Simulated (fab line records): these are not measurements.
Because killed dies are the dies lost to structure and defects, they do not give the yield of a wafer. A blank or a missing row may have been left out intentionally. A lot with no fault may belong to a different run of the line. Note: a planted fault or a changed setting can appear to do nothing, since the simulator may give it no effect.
Chamber matching | flow nand harc | rie diel-03 running NHARC_THIN_TSV_ETCH_44: 4 sister chambers
The step etches the open film in CF4/O2, target depth 1594.2 nm, time 797.1 s. 16 wafers are shown with their chamber, then 8 later ones without.

## EACH WAFER AND ITS CHAMBER
wafer  | chamber | showerhead plenum p Torr (Torr) | drypump motor current A (A) | rf vpp V (V)
L558.2 | 0       | 1.76                            | 4.9                         | 789
L558.3 | 3       | 1.91                            | 6.0                         | 800
L558.6 | 3       | 1.91                            | 6.0                         | 799
L560.1 | 3       | 1.91                            | 6.0                         | 800
L560.4 | 1       | 1.71                            | 6.1                         | 786
L560.5 | 2       | 1.74                            | 6.0                         | 788
L559.2 | 1       | 1.71                            | 6.2                         | 785
L559.3 | 3       | 1.91                            | 6.0                         | 799
L559.6 | 3       | 1.91                            | 6.0                         | 800
L562.3 | 3       | 1.91                            | 6.0                         | 799
L562.4 | 2       | 1.74                            | 5.9                         | 788
L562.5 | 1       | 1.71                            | 6.1                         | 787
L567.3 | 2       | 1.74                            | 5.9                         | 787
L567.5 | 0       | 1.76                            | 5.0                         | 790
L567.6 | 1       | 1.71                            | 6.2                         | 786
L570.2 | 1       | 1.70                            | 6.1                         | 786

SIGNATURES (averages over the wafers above)
reading                  | chamber 0 | chamber 1 | chamber 2 | chamber 3 | scatter within a chamber
showerhead plenum p Torr | 1.7600    | 1.7080    | 1.7400    | 1.9100    | 0.00258
drypump motor current A  | 4.950     | 6.140     | 5.933     | 6.000     | 0.0444
rf vpp V                 | 789.50    | 786.00    | 787.67    | 799.50    | 0.624
Rule: a wafer's distance from a chamber is the root of the sum, over the readings, of the square of ((its reading less the chamber's mean) divided by the reading's scatter). The wafer belongs to the nearest chamber; if the next one is less than 2 further off, it can't be placed. The scatter is the square root of a quotient: the sum, over the shown wafers, of each reading's squared deviation from its chamber's mean, divided by wafers minus chambers.

## WAFERS MISSING THEIR CHAMBER
wafer  | showerhead plenum p Torr (Torr) | drypump motor current A (A) | rf vpp V (V)
L570.3 | 1.91                            | 6.0                         | 798
L570.5 | 1.74                            | 5.9                         | 789
L574.2 | 1.75                            | 4.9                         | 789
L574.4 | 1.74                            | 6.0                         | 787
L574.5 | 1.70                            | 6.1                         | 788
L578.2 | 1.74                            | 5.9                         | 788
L578.4 | 1.75                            | 5.0                         | 791
L578.6 | 1.70                            | 6.1                         | 785

## CHAMBER TAKEN BY EACH
wafer  | from the rows above | in truth
L570.3 | 3                   | 3
L570.5 | 2                   | 2
L574.2 | 0                   | 0
L574.4 | 2                   | 2
L574.5 | 1                   | 1
L578.2 | 2                   | 2
L578.4 | 0                   | 0
L578.6 | 1                   | 1
Correct placement for 8 of the 8. Not placeable from these rows: 0. 0 placed wrongly.
